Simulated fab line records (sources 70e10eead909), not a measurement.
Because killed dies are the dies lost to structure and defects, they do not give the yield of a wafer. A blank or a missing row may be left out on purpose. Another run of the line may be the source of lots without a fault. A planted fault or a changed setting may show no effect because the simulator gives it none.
Which tool is to blame? + flow nandHarc + 39 wafers from 13 lots sampled at 5 of the route's 1302 steps

== WHAT EACH GAUGE READ, for each wafer ==
NHARC_END_SORT_01. Usual: defectLimitedYield is 91 % with standard deviation 3.2, killedAtArray is 53 with standard deviation 21, killedAtOther is 1.1 with standard deviation 1.5, killedAtPeriphery is 3.9 with standard deviation 2.7, killedDies is 58 with standard deviation 21, killedOpen is 3.4 with standard deviation 1.9, and killedShort is 2.3 with standard deviation 1.5.
| lot  | measured     | on        | defectLimitedYield (%) | killedAtArray | killedAtOther | killedAtPeriphery | killedDies  | killedOpen | killedShort | flag |
|------|--------------|-----------|------------------------|---------------|---------------|-------------------|-------------|------------|-------------|------|
| L647 | day 29 05:22 | prober-01 | 90 91 92               | 58 50 49      | 1 0 0         | 6 9 5             | 65 59 54    | 2 2 3      | 6 3 1       |      |
| L646 | day 29 06:13 | prober-02 | 89 92 92               | 67 54 53      | 1 0 0         | 6 0 1             | 74 54 54    | 2 3 2      | 4 1 2       |      |
| L648 | day 29 23:45 | prober-02 | 87 92 90               | 88 54 66      | 0 0 0         | 1 2 3             | 89 56 69    | 4 1 4      | 3 4 2       |      |
| L654 | day 32 00:08 | prober-01 | 37 37 38               | 422 424 419   | 1 1 0         | 2 0 3             | 425 425 422 | 5 2 3      | 0 4 2       | OFF  |
| L655 | day 32 20:44 | prober-01 | 37 39 38               | 418 404 416   | 5 1 4         | 3 6 3             | 426 411 423 | 4 1 0      | 1 2 0       | OFF  |

== WHAT TOOL EACH LOT RAN ON (gives the tool, then ch and the chambers of the sampled wafers, and finally the start) ==
| lot  | NHARC_A_BONDPAD_ETCH_12                      | NHARC_A_BONDPAD_ETCH_24                      | NHARC_A_BONDPAD_ECD_18        | NHARC_THIN_TSV_DEP_47           |
|------|----------------------------------------------|----------------------------------------------|-------------------------------|---------------------------------|
| L636 | rieDiel-07 ch 1,2,3, day 22 12:32 or earlier | rieDiel-06 ch 0,2,3, day 22 12:32 or earlier | ecdCu-02 ch 0,1, day 22 12:32 | pecvd-02 ch 0,1, day 23 05:58   |
| L637 | rieDiel-06 ch 1,3, day 24 02:28 or earlier   | rieDiel-06 ch 0,1,3, day 24 02:28 or earlier | ecdCu-01 ch 0,1, day 24 02:28 | pecvd-02 ch 0,1, day 24 15:44   |
| L640 | rieDiel-07 ch 2,3, day 24 13:44 or earlier   | rieDiel-06 ch 2,3, day 24 13:44 or earlier   | ecdCu-01 ch 0, day 24 13:44   | pecvd-01 ch 1,2, day 25 04:55   |
| L644 | rieDiel-07 ch 1,2,3, day 26 21:08 or earlier | rieDiel-06 ch 0,1,3, day 26 21:08 or earlier | ecdCu-01 ch 0,1, day 26 21:08 | pecvd-01 ch 0,1,2, day 27 11:44 |
| L647 | rieDiel-06 ch 0,2,3, day 27 22:11 or earlier | rieDiel-07 ch 0,1,3, day 27 22:11 or earlier | ecdCu-02 ch 0,1, day 27 22:11 | pecvd-02 ch 0,2, day 28 16:16   |
| L646 | rieDiel-06 ch 0,1,2, day 28 04:09 or earlier | rieDiel-06 ch 0,2,3, day 28 04:09 or earlier | ecdCu-01 ch 0,1, day 28 04:09 | pecvd-04 ch 0,1,2, day 28 17:28 |
| L645 | rieDiel-06 ch 1,3, day 28 08:23 or earlier   | rieDiel-06 ch 0,2, day 28 08:23 or earlier   | ecdCu-01 ch 0,1, day 28 08:23 | pecvd-01 ch 0,2, day 29 00:09   |
| L649 | rieDiel-06 ch 0,2,3, day 28 10:55 or earlier | rieDiel-07 ch 1,2,3, day 28 10:55 or earlier | ecdCu-01 ch 0,1, day 28 10:55 | pecvd-04 ch 0,1,2, day 29 00:56 |
| L648 | rieDiel-07 ch 1,2,3, day 28 17:01 or earlier | rieDiel-07 ch 0,1, day 28 17:01 or earlier   | ecdCu-01 ch 0,1, day 28 17:01 | pecvd-02 ch 0,1, day 29 08:34   |
| L650 | rieDiel-07 ch 0,2, day 28 23:22 or earlier   | rieDiel-06 ch 0,3, day 28 23:22 or earlier   | ecdCu-01 ch 0,1, day 28 23:22 | pecvd-01 ch 0,1, day 29 16:05   |
| L651 | rieDiel-06 ch 0,3, day 29 06:49 or earlier   | rieDiel-06 ch 2,3, day 29 06:49 or earlier   | ecdCu-02 ch 0,1, day 29 06:49 | pecvd-02 ch 0,1,2, day 30 01:08 |
| L654 | rieDiel-06 ch 0,1,2, day 30 17:25 or earlier | rieDiel-06 ch 1,2,3, day 30 17:25 or earlier | ecdCu-01 ch 0,1, day 30 17:25 | pecvd-04 ch 0,2, day 31 11:02   |
| L655 | rieDiel-07 ch 0,2,3, day 31 07:24 or earlier | rieDiel-06 ch 0,2,3, day 31 07:24 or earlier | ecdCu-01 ch 0,1, day 31 07:24 | pecvd-02 ch 1,2, day 32 04:16   |
- NHARC_A_BONDPAD_ETCH_12: etches the open film in CHF3/O2, target depth 220 nm, time 110 s.
- NHARC_A_BONDPAD_ETCH_24: etches the open film in CF4/N2, target depth 30 nm, time 72.99 s.
- NHARC_A_BONDPAD_ECD_18: material Cu, target thk 400 nm.
- NHARC_THIN_TSV_DEP_47: deposits SiO2, target thk 200 nm.

== AS READ BY THE TOOLS THEMSELVES (means over the sampled wafers that have a number; for cases with no such wafer, the mark the record gives instead) ==
NHARC_A_BONDPAD_ETCH_12. Usual: drypumpMotorCurrentA 5.5 A, standard deviation 0.48; oesProductAu 0.943 a.u., standard deviation 0.02; rfVppV 370.5 V, standard deviation 2.8; showerheadPlenumPTorr 2.40 Torr, standard deviation 0.12; throttleValvePct 20.573 %, standard deviation 0.0091.
| lot  | tool       | drypumpMotorCurrentA (A) | oesProductAu (a.u.) | rfVppV (V) | showerheadPlenumPTorr (Torr) | throttleValvePct (%) | flag |
|------|------------|--------------------------|---------------------|------------|------------------------------|----------------------|------|
| L636 | rieDiel-07 | 5.6                      | 0.927               | 370.2      | 2.39                         | 20.575               |      |
| L637 | rieDiel-06 | 5.2                      | 0.972               | 371.3      | 2.40                         | 20.575               |      |
| L640 | rieDiel-07 | 5.5                      | 0.931               | 372.6      | 2.50                         | 20.577               |      |
| L644 | rieDiel-07 | 5.6                      | 0.939               | 370.2      | 2.38                         | 20.580               |      |
| L647 | rieDiel-06 | 5.8                      | 0.920               | 369.9      | 2.38                         | 20.575               |      |
| L646 | rieDiel-06 | 5.3                      | 0.958               | 370.8      | 2.39                         | 20.579               |      |
| L645 | rieDiel-06 | 5.2                      | 0.921               | 370.0      | 2.40                         | 20.568               |      |
| L649 | rieDiel-06 | 5.8                      | 0.966               | 371.7      | 2.38                         | 20.569               |      |
| L648 | rieDiel-07 | 5.6                      | 0.959               | 369.9      | 2.38                         | 20.578               |      |
| L650 | rieDiel-07 | 5.5                      | 0.957               | 372.0      | 2.45                         | 20.573               |      |
| L651 | rieDiel-06 | 5.7                      | 0.957               | 367.8      | 2.29                         | 20.566               |      |
| L654 | rieDiel-06 | 5.3                      | 0.964               | 370.4      | 2.39                         | 20.568               |      |
| L655 | rieDiel-07 | 5.5                      | 0.940               | 372.7      | 2.47                         | 20.578               |      |

NHARC_A_BONDPAD_ETCH_24. Usual: drypumpMotorCurrentA 5.6 A, standard deviation 0.48; oesProductAu 0.996 a.u., standard deviation 0.01; rfVppV 314.0 V, standard deviation 2.2; showerheadPlenumPTorr 2.61 Torr, standard deviation 0.13; throttleValvePct 19.794 %, standard deviation 0.0088.
| lot  | tool       | drypumpMotorCurrentA (A) | oesProductAu (a.u.) | rfVppV (V) | showerheadPlenumPTorr (Torr) | throttleValvePct (%) | flag |
|------|------------|--------------------------|---------------------|------------|------------------------------|----------------------|------|
| L636 | rieDiel-06 | 5.8                      | 0.995               | 313.8      | 2.60                         | 19.790               |      |
| L637 | rieDiel-06 | 5.5                      | 1.004               | 313.5      | 2.56                         | 19.791               |      |
| L640 | rieDiel-06 | 5.8                      | 0.991               | 314.9      | 2.71                         | 19.795               |      |
| L644 | rieDiel-06 | 5.5                      | 0.998               | 313.1      | 2.56                         | 19.798               |      |
| L647 | rieDiel-07 | 5.8                      | 1.001               | 315.6      | 2.68                         | 19.799               |      |
| L646 | rieDiel-06 | 5.8                      | 0.989               | 313.9      | 2.60                         | 19.786               |      |
| L645 | rieDiel-06 | 5.6                      | 0.987               | 314.6      | 2.66                         | 19.799               |      |
| L649 | rieDiel-07 | 5.6                      | 1.010               | 313.1      | 2.60                         | 19.798               |      |
| L648 | rieDiel-07 | 5.8                      | 1.014               | 312.7      | 2.55                         | 19.805               |      |
| L650 | rieDiel-06 | 5.8                      | 0.980               | 311.9      | 2.50                         | 19.798               |      |
| L651 | rieDiel-06 | 6.0                      | 0.986               | 314.2      | 2.65                         | 19.803               |      |
| L654 | rieDiel-06 | 5.5                      | 0.996               | 315.2      | 2.66                         | 19.795               |      |
| L655 | rieDiel-06 | 5.8                      | 0.984               | 314.3      | 2.60                         | 19.790               |      |

NHARC_THIN_TSV_DEP_47. Usual: throttleValvePct at 16.1 %, with a standard deviation of 0.45.
| lot  | tool     | throttleValvePct (%) | flag |
|------|----------|----------------------|------|
| L636 | pecvd-02 | 16.3                 |      |
| L637 | pecvd-02 | 16.0                 |      |
| L640 | pecvd-01 | 16.0                 |      |
| L644 | pecvd-01 | 16.1                 |      |
| L647 | pecvd-02 | 16.6                 |      |
| L646 | pecvd-04 | 15.8                 |      |
| L645 | pecvd-01 | 16.1                 |      |
| L649 | pecvd-04 | 15.7                 |      |
| L648 | pecvd-02 | 16.2                 |      |
| L650 | pecvd-01 | 16.3                 |      |
| L651 | pecvd-02 | 16.4                 |      |
| L654 | pecvd-04 | 15.7                 |      |
| L655 | pecvd-02 | 16.1                 |      |

== THE ANSWER, worked out from the rows above alone ==
Rule: a lot counts as off when the mean over its wafers that have a number is more than 3 standard deviations away from the usual mean. A lot without any number at a reading at which 4 lots or more have one is off too. Any other lot the step has rows for is counted as sound. Order of review: gauges by route order, followed by the tools' own readings, for which a lot's mean as printed above is used. The first step at which some lot is off is used, and at that step the reading that is off furthest; a lot without a number counts as furthest.
Off, at NHARC_END_SORT_01 on killedAtArray: L654, L655. Neither off nor sound, because the step has no rows for them: L636, L637, L640, L644, L645, L649, L650, L651.
A tool fits if, at a process step before that reading, it ran every lot that is off, and no sound lot after the first of them. Those tools and the gauges at NHARC_END_SORT_01 are tried in the same way. NHARC_A_BONDPAD_ETCH_12: start missing for some lots; hours and lot order therefore follow NHARC_A_BONDPAD_ECD_18. NHARC_A_BONDPAD_ETCH_24: start missing for some lots; hours and lot order therefore follow NHARC_A_BONDPAD_ECD_18. Can't be told from this: 3 tools fit, rieDiel-06 at NHARC_A_BONDPAD_ETCH_24, ecdCu-01 at NHARC_A_BONDPAD_ECD_18, prober-01 at NHARC_END_SORT_01.

== WHAT THE SIMULATOR HAD INSERTED ==
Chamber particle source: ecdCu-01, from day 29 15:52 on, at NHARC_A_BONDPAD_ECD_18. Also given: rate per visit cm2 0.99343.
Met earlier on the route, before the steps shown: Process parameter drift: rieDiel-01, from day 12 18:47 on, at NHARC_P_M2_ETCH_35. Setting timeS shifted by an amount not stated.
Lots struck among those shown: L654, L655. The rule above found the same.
